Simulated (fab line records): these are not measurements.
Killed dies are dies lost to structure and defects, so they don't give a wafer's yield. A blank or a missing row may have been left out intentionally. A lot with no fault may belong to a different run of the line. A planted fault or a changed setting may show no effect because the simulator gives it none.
What tool caused it?    flow nand-harc    6 lots, 17 wafers sampled, at 5 steps of a route of 1159

## WHAT THE GAUGES SHOWED, per wafer
NHARC_END_SORT_01.
lot   measured      on         killed-dies
L113  day 24 00:22  prober-01  677 38

## TOOL THAT RAN EACH LOT (tool first, then ch and the chambers of the sampled wafers, then the start)
lot   NHARC_A_STAIRCASE_ETCH_199                     NHARC_A_STAIRCASE_ETCH_203                     NHARC_A_STAIRCASE_ETCH_227          NHARC_A_STAIRCASE_TRIM_229
L998  rie-diel-05 ch 1,2, day 11 17:29 or earlier    rie-diel-05 ch 1,2,3, day 11 17:29 or earlier  rie-diel-12 ch 0,3, day 11 17:29    rie-diel-02 ch 0,1,3, day 11 17:44
L101  rie-diel-02 ch 0,1,2, day 12 08:04 or earlier  rie-diel-02 ch 1,2,3, day 12 08:04 or earlier  rie-diel-05 ch 1,2,3, day 12 08:04  rie-diel-05 ch 0,2,3, day 12 08:15
L103  rie-diel-02 ch 0,3, day 12 19:02 or earlier    rie-diel-02 ch 0,1,2, day 12 19:02 or earlier  rie-diel-05 ch 0,2,3, day 12 19:02  rie-diel-05 ch 0,1,3, day 12 19:13
L106  rie-diel-12 ch 0,1,3, day 13 14:11 or earlier  rie-diel-12 ch 0,1,3, day 13 14:11 or earlier  rie-diel-12 ch 0,1,3, day 13 14:11  rie-diel-12 ch 1,2,3, day 13 14:22
L108  rie-diel-02 ch 1,2,3, day 14 12:11 or earlier  rie-diel-02 ch 0,2, day 14 12:11 or earlier    rie-diel-02 ch 1,2,3, day 14 12:11  rie-diel-12 ch 1,3, day 14 12:22
L113  rie-diel-02 ch 2, day 15 05:43 or earlier      rie-diel-02 ch 0, day 15 05:43 or earlier      rie-diel-02 ch 0, day 15 05:43      rie-diel-02 ch 0,1, day 15 05:58
- NHARC_A_STAIRCASE_ETCH_199: etches the open film in C4F8/O2, target depth 100 nm, time 40.5 s.
- NHARC_A_STAIRCASE_ETCH_203: etches the open film in C4F8/O2, target depth 100 nm, time 40.5 s.
- NHARC_A_STAIRCASE_ETCH_227: etches the open film in C4F8/O2, target depth 100 nm, time 40.5 s.
- NHARC_A_STAIRCASE_TRIM_229: chemistry O2, time 211.2 s.

## THE ANSWER, worked out from the rows above alone
Rule: usual is defined by the lots themselves. Put in order of their means at a reading, lots are off if they are a third of the lots or fewer, leave a main group of 4 or more, and stand apart from it by a gap of 3 or more times the standard deviation of the main group's means; of several such gaps the widest counts. A main group whose means are all the same, to the digits that the tables above print for the reading, isn't used. A lot without any number at a reading at which 4 lots or more have one is off too. Any other lot the step has rows for is counted as sound.
None of the lots is off at any reading shown; this tells nothing.

## WHAT THE SIMULATOR HAD PUT IN
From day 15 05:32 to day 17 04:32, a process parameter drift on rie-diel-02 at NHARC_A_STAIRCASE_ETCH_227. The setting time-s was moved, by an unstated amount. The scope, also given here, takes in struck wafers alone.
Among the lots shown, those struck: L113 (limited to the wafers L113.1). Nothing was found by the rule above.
